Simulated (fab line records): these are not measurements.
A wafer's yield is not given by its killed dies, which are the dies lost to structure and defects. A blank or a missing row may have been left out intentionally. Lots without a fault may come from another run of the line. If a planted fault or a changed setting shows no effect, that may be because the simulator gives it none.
A lot that was struck, set against a sound lot / flow n5 finfet / 15 steps out of a route of 1938
Sound: wafers L213.2, L213.3. Struck: wafer L208.2 (left out: L208.1, a lot-mate that was not struck); the cause follows at the end.
Order at every step that has rows: each side's tool, ch and its chambers, its first start. Under that, the readings that differ: sound wafers / struck wafers / difference of the means / sigmas: that difference in standard deviations of wafers without a fault.
alike: a reading whose means differ by less than 2 such deviations, as well as words and numbers matching on both sides. not compared: withheld readings; readings where some wafer has no value; bounds like >300 that might hide an equal value; numbers whose values overlap and for which the record gives no deviation.
The two part at a step that has a row with sigmas, a row that says differs or no value, or rows on one side only. When numbers do not overlap yet have no deviation, they are printed without sigmas and do not part them. A reading missing from all wafers of one side parts the sides only when that side holds two or more wafers.

first, 8 steps without rows for these wafers: N5_BEOL_M1_COAT_68 (time 60 s, resist thk 12 nm); N5_BEOL_M1_COAT_76 (time 60 s, resist thk 5 nm); N5_BEOL_M1_COAT_22 (resist thk 30 nm); N5_BEOL_M1_EBR_24; N5_BEOL_M1_SOFTBAKE_23 (time 60 s); N5_BEOL_M1_EXPOSE_25 (exposes mask V0, defocus 5 nm, target cd 24 nm); N5_BEOL_M1_PEB_26 (peb time 60 s); N5_BEOL_M1_DEVELOP_27 (develop time 30 s).
N5_BEOL_M1_CD_MEAS_28: target cd y 23.3 nm.
  sound on cd sem-01 ch 0, day 10 14:06; struck on cd sem-03 ch 0, day 9 05:44
  alike: cd nm
N5_BEOL_M1_OVL_MEAS_29:
  sound on overlay-02 ch 0, day 10 14:08; struck on overlay-01 ch 0, day 9 05:46
  alike: V0_OVL
N5_BEOL_M1_INSPECT_30: inspects for defects (brightfield).
  sound on defect inspect-01, day 10 14:11; struck on defect inspect-02, day 9 05:50
  alike: raw defect count
N5_BEOL_M1_DESCUM_33: chemistry O2, time 7 s.
  sound on rie diel-03 ch 0,3, day 10 14:13; struck on rie diel-06 ch 0, day 9 06:00
  alike: drypump motor current A, oes product au, rf vpp V, showerhead plenum p Torr, throttle valve pct
  not compared: rf hours counter h
N5_BEOL_M1_ETCH_77: etches underlayer in N2/H2, target depth 6.5 nm, time 5.2 s.
  sound on rie diel-03 ch 0,3, day 10 14:16; struck on rie diel-06 ch 0, day 9 06:02
reading=etch rf on time s (s); sound=5.06 5.32; struck=6.04; difference=+0.85; sigmas=+6
  alike: drypump motor current A, oes product au, rf vpp V, showerhead plenum p Torr, throttle valve pct
  not compared: rf hours counter h
N5_BEOL_M1_ETCH_69: etches SiARC in CF4, target depth 15.6 nm, time 26 s.
  sound on rie diel-03 ch 0,3, day 10 14:16; struck on rie diel-06 ch 0, day 9 06:04
  alike: drypump motor current A, etch rf on time s, oes product au, rf vpp V, showerhead plenum p Torr, throttle valve pct
  not compared: rf hours counter h
-- record jumps: 5 days separate the struck wafers' starts on either side; left off in module BEOL_M1, taken up again in module BEOL_M4, whose first shown step is the route's number 1111 --
N5_BEOL_M4_RC_MEAS_101:
  sound on prober-02 ch 0, day 15 12:36; struck on prober-02 ch 0, day 14 14:45
  alike: DIBL_N, DIBL_P, IOFF_N, IOFF_P, ION_N, ION_P, SS_N, SS_P, VT_N, VT_P

## WHERE THEY PART
Only at N5_BEOL_M1_ETCH_77, within this record. Later steps at which nothing parts them and some readings are alike: N5_BEOL_M1_ETCH_69, N5_BEOL_M4_RC_MEAS_101.

WHY: the cause the simulator had injected
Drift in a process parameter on rie diel-06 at N5_BEOL_M1_ETCH_77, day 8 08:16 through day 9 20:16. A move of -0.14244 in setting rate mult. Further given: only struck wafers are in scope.
